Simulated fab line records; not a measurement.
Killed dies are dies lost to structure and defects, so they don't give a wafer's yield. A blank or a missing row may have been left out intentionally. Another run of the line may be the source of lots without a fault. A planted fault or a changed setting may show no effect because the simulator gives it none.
Which tool was responsible?    flow nand-harc    Sampling: 12 lots, 36 wafers, 5 of 1302 route steps

WHAT THE GAUGES SHOWED, per wafer
NHARC_A_SGD_CUT_CD_MEAS_09 targets a cd of 100 nm.
lot   measured      on         cd-nm (nm)
L980  day 19 08:28  cd-sem-03  99.7 99.6 99.8
L981  day 19 18:32  cd-sem-01  100.4 99.5 100.0
L990  day 23 08:19  cd-sem-02  100.3 100.6 100.0
L992  day 23 14:33  cd-sem-01  100.5 100.6 100.4
L993  day 24 12:40  cd-sem-03  100.2 100.4 100.5
L997  day 26 07:37  cd-sem-03  100.1 99.7 100.4
L998  day 26 08:05  cd-sem-02  99.3 99.3 100.0
L100  day 27 02:38  cd-sem-03  100.7 100.3 99.9
L999  day 27 02:29  cd-sem-01  100.0 100.1 99.5
L102  day 28 05:06  cd-sem-03  100.1 100.1 99.9
L101  day 28 17:02  cd-sem-01  100.2 99.7 100.2
L103  day 29 10:32  cd-sem-03  100.6 101.0 101.0

NHARC_END_SORT_01.
lot   measured      on         killed-at-array  killed-at-other  killed-at-periphery  killed-dies  killed-open  killed-short
L990  day 28 08:25  prober-01  48 37 37         1 0 1            5 4 8                54 41 46     4 2 6        7 8 1
L992  day 28 21:28  prober-01  18 30 24         1 3 0            0 2 1                19 35 25     1 8 6        1 7 2

WHICH TOOL RAN EACH LOT (tool, then ch and the chambers of the sampled wafers, then the start)
lot   NHARC_A_STAIRCASE_DESCUM_443        NHARC_A_STAIRCASE_ETCHBACK_422      NHARC_A_SGD_CUT_SOFTBAKE_04
L980  rie-diel-07 ch 2,3, day 19 00:25    rie-diel-04 ch 0,2,3, day 19 06:22  litho-track-04 ch 0, day 19 08:00
L981  rie-diel-04 ch 1,2,3, day 19 10:35  rie-diel-10 ch 2,3, day 19 16:29    litho-track-01 ch 0, day 19 18:00
L990  rie-diel-10 ch 0,2,3, day 23 00:26  rie-diel-07 ch 2,3, day 23 06:16    litho-track-01 ch 0, day 23 07:00
L992  rie-diel-10 ch 0,3, day 23 06:43    rie-diel-10 ch 1,3, day 23 12:35    litho-track-01 ch 0, day 23 14:00
L993  rie-diel-10 ch 1,3, day 24 04:40    rie-diel-10 ch 1,2,3, day 24 10:31  litho-track-04 ch 0, day 24 12:00
L997  rie-diel-07 ch 1,2,3, day 25 23:36  rie-diel-07 ch 1,2,3, day 26 05:37  litho-track-01 ch 0, day 26 07:00
L998  rie-diel-04 ch 0,3, day 25 23:46    rie-diel-10 ch 0,1,2, day 26 06:01  litho-track-06 ch 0, day 26 07:00
L100  rie-diel-10 ch 0,2,3, day 26 18:31  rie-diel-07 ch 1,2,3, day 27 00:21  litho-track-06 ch 0, day 27 02:00
L999  rie-diel-07 ch 0,2,3, day 26 18:41  rie-diel-10 ch 0,1,2, day 27 00:28  litho-track-01 ch 0, day 27 02:00
L102  rie-diel-07 ch 0,1,3, day 27 20:12  rie-diel-04 ch 0,1,3, day 28 03:02  litho-track-04 ch 0, day 28 04:00
L101  rie-diel-04 ch 0,2, day 28 08:17    rie-diel-04 ch 0,1,2, day 28 15:06  litho-track-04 ch 0, day 28 16:00
L103  rie-diel-10 ch 0,1,3, day 29 01:38  rie-diel-10 ch 0,1, day 29 08:29    litho-track-04 ch 0, day 29 10:00
- NHARC_A_STAIRCASE_DESCUM_443: chemistry O2, time 3 s.
- NHARC_A_STAIRCASE_ETCHBACK_422: etches the open film in CH3F/O2, target depth 40 nm, time 74.286 s.
- NHARC_A_SGD_CUT_SOFTBAKE_04: time 55 s.

WHAT THE TOOLS THEMSELVES READ (means of the sampled wafers that have a number; where no wafer has one, the mark that the record gives instead)
NHARC_A_STAIRCASE_DESCUM_443.
lot   tool         drypump-motor-current-A (A)  o2-flow-sccm (sccm)  oes-product-au (a.u.)  rf-vpp-V (V)  showerhead-plenum-p-Torr (Torr)  throttle-valve-pct (%)
L980  rie-diel-07  6.0                          200.4                0.999                  57.7          1.86                             11.306
L981  rie-diel-04  5.7                          200.1                1.001                  57.2          1.87                             11.307
L990  rie-diel-10  6.0                          200.4                0.996                  57.5          1.84                             11.312
L992  rie-diel-10  6.0                          200.0                1.006                  57.2          1.88                             11.313
L993  rie-diel-10  5.3                          199.5                1.003                  57.8          1.83                             11.319
L997  rie-diel-07  5.9                          200.2                0.999                  58.0          1.85                             11.308
L998  rie-diel-04  5.1                          199.7                1.008                  58.7          2.00                             11.301
L100  rie-diel-10  5.9                          201.4                1.005                  56.9          1.83                             11.311
L999  rie-diel-07  6.2                          200.6                0.999                  57.6          1.90                             11.310
L102  rie-diel-07  6.1                          200.3                1.009                  57.4          1.89                             11.303
L101  rie-diel-04  5.0                          200.0                1.009                  57.7          1.96                             11.326
L103  rie-diel-10  5.7                          199.7                1.001                  57.5          1.84                             11.321

NHARC_A_STAIRCASE_ETCHBACK_422.
lot   tool         drypump-motor-current-A (A)  o2-flow-sccm (sccm)  oes-product-au (a.u.)  rf-vpp-V (V)  showerhead-plenum-p-Torr (Torr)  throttle-valve-pct (%)
L980  rie-diel-04  5.5                          30.05                0.92                   245.0         2.51                             20.664
L981  rie-diel-10  5.8                          29.94                1.00                   242.5         2.33                             20.652
L990  rie-diel-07  6.0                          30.01                0.93                   242.5         2.37                             20.660
L992  rie-diel-10  5.5                          29.96                0.99                   243.0         2.35                             20.660
L993  rie-diel-10  5.6                          30.00                0.97                   242.3         2.34                             20.671
L997  rie-diel-07  5.9                          29.92                0.92                   242.4         2.38                             20.665
L998  rie-diel-10  5.8                          29.88                1.01                   243.0         2.36                             20.660
L100  rie-diel-07  5.9                          29.97                0.92                   244.2         2.37                             20.661
L999  rie-diel-10  5.8                          29.92                1.00                   243.1         2.36                             20.663
L102  rie-diel-04  5.3                          30.07                0.93                   243.4         2.45                             20.666
L101  rie-diel-04  5.1                          30.02                0.96                   243.8         2.41                             20.664
L103  rie-diel-10  5.9                          30.00                0.93                   243.1         2.40                             20.668

NHARC_A_SGD_CUT_SOFTBAKE_04.
lot   tool            heater-power-total-W (W)
L980  litho-track-04  188.54
L981  litho-track-01  188.64
L990  litho-track-01  190.67
L992  litho-track-01  190.47
L993  litho-track-04  188.47
L997  litho-track-01  188.44
L998  litho-track-06  188.32
L100  litho-track-06  188.36
L999  litho-track-01  188.35
L102  litho-track-04  188.51
L101  litho-track-04  188.40
L103  litho-track-04  188.42

THE ANSWER, worked out from the rows above alone
Rule: usual is defined by the lots themselves. The widest of any qualifying gaps counts: lots, ordered by their means at a reading, are off when they make up no more than a third of the lots, leave a main group of 4 or more, and stand apart from it by 3 or more times the standard deviation of that group's means. The tables above print the reading to a certain number of digits; a main group whose means all agree to those digits is not used. A lot without any number at a reading at which 4 lots or more have one is off too. All remaining lots with rows at the step are treated as sound. First the gauges in route order, then the tools' own readings, where a lot's mean is used as printed above. The first step at which some lot is off is used, and at that step the reading that is off furthest; a lot without a number counts as furthest.
Off: L990, L992, at NHARC_A_SGD_CUT_SOFTBAKE_04 (heater-power-total-W). Mean 188.44 W and standard deviation 0.093 in the main group.
A tool fits if, at that step or a process step before it, it ran every lot that is off, and no sound lot after the first of them. Not one of the candidates tried fits.

WHAT WAS PUT IN BY THE SIMULATOR
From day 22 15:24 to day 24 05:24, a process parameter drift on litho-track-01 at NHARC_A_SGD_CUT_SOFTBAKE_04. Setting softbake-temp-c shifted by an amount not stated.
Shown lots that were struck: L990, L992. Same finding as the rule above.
